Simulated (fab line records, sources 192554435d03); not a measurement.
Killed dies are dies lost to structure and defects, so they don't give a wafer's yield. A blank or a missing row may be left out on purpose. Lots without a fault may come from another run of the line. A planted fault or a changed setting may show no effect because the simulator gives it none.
Split-lot experiment | flow n5_finfet | 7 lots, 21 wafers read, on a route of 1938 steps

THE SPLIT
At N5_BEOL_M4_DESCUM_33 (chemistry O2, time 7 s), the setting time_s was moved away from the recipe's 7 s on 8 of the 21 wafers read, by -15.2% to +10.5%. The other wafers ran this setting at the recipe's value.

The reading is taken at the split's own step.

THE READING
CAR-EUV_of_BEOL_M4_COAT_22.thk_nm (the simulator's own value, which no gauge read), in nm, at N5_BEOL_M4_DESCUM_33 (chemistry O2, time 7 s). The file gives no usual value for it. The 13 wafers here that ran the recipe average 26.0 nm, standard deviation 0.053 nm.

wafer  | tool, chamber at the split | time_s as run, s | against the recipe | CAR-EUV_of_BEOL_M4_COAT_22.thk_nm, nm | against lot-mates on the recipe
L077.1 | rie_diel-04, 2             | 7.732            | +10.5%             | 25.6                                  | -0.4
L077.2 | rie_diel-04, 0             | 7.732            | +10.5%             | 25.4                                  | -0.6
L077.5 | rie_diel-04, 3             | 7                | recipe             | 26                                    | -
L078.1 | rie_diel-05, 1,1,0         | 7                | recipe             | 26                                    | -
L078.4 | rie_diel-05, 1,1,0         | 7                | recipe             | 26                                    | -
L078.6 | rie_diel-05, 1,1,0         | 7                | recipe             | 26                                    | -
L086.2 | rie_diel-04, 3,0           | 7                | recipe             | 26                                    | -
L086.4 | rie_diel-04, 3,0           | 7                | recipe             | 26                                    | -
L086.5 | rie_diel-04, 3             | 7                | recipe             | 25.8                                  | -
L087.2 | rie_diel-06, 2,0           | 6.265            | -10.5%             | 26.4                                  | no lot-mate on the recipe
L087.5 | rie_diel-06, 2,0           | 6.265            | -10.5%             | 26.4                                  | no lot-mate on the recipe
L087.3 | rie_diel-06, 3             | 6.265            | -10.5%             | 26.2                                  | no lot-mate on the recipe
L093.1 | rie_diel-06, 0,1,0         | 7                | recipe             | 26                                    | -
L093.2 | rie_diel-06, 0,1,0         | 7                | recipe             | 26                                    | -
L093.6 | rie_diel-06, 0,1,0         | 7                | recipe             | 26                                    | -
L094.3 | rie_diel-05, 2             | 5.936            | -15.2%             | 26.8                                  | +0.8
L094.4 | rie_diel-05, 0             | 7                | recipe             | 26                                    | -
L094.5 | rie_diel-05, 1             | 5.936            | -15.2%             | 26.6                                  | +0.6
L097.3 | rie_diel-05, 2,1           | 7                | recipe             | 26                                    | -
L097.4 | rie_diel-05, 2,1           | 7                | recipe             | 26                                    | -
L097.6 | rie_diel-05, 2             | 7.562            | +8.0%              | 25.8                                  | -0.2
Where a row lists several chambers, the file gives one row for several wafers and doesn't say which wafer went through which chamber.

THE FIT
A straight line over all 21 wafers: CAR-EUV_of_BEOL_M4_COAT_22.thk_nm changes by -0.0413 nm for each +1% of time_s; r = -0.96; the points scatter about the line by 0.094 nm.
The same after taking each lot's own level away (the mean of its wafers on the recipe; 18 wafers): -0.0447 nm for each +1%; r = -0.97; scatter 0.077 nm.
On that fit, the largest move of time_s shifts the reading by 0.68 nm.
The lots' own levels span 25.93 to 26.00 nm, that is 1.3 times the standard deviation above.
So the lot-to-lot level changes the slope little: the two slopes agree.
Check: with one of the wafers moved furthest among these (-15.2%) left out of the fit, the line predicts +0.623 nm for it against its lot-mates. It came out at +0.8 nm against them.

OTHER SPLITS ON THESE WAFERS
These wafers also went through other splits before the reading. Each is held against what the fit with the lots' levels taken away leaves over:
other split on the same wafers    | wafers away from the commonest value | r with CAR-EUV_of_BEOL_M4_COAT_22.thk_nm (lot level and that fit taken away)
N5_BEOL_M3_ETCH_41 target_depth_a | 5                                    | +0.06
N5_BEOL_M4_EXPOSE_25 dose_mj      | 7                                    | -0.08

THE FILE'S OWN FIT
CAR-EUV_of_BEOL_M4_COAT_22.thk_nm changes by -0.0432 nm for each +1% of time_s, r = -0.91.
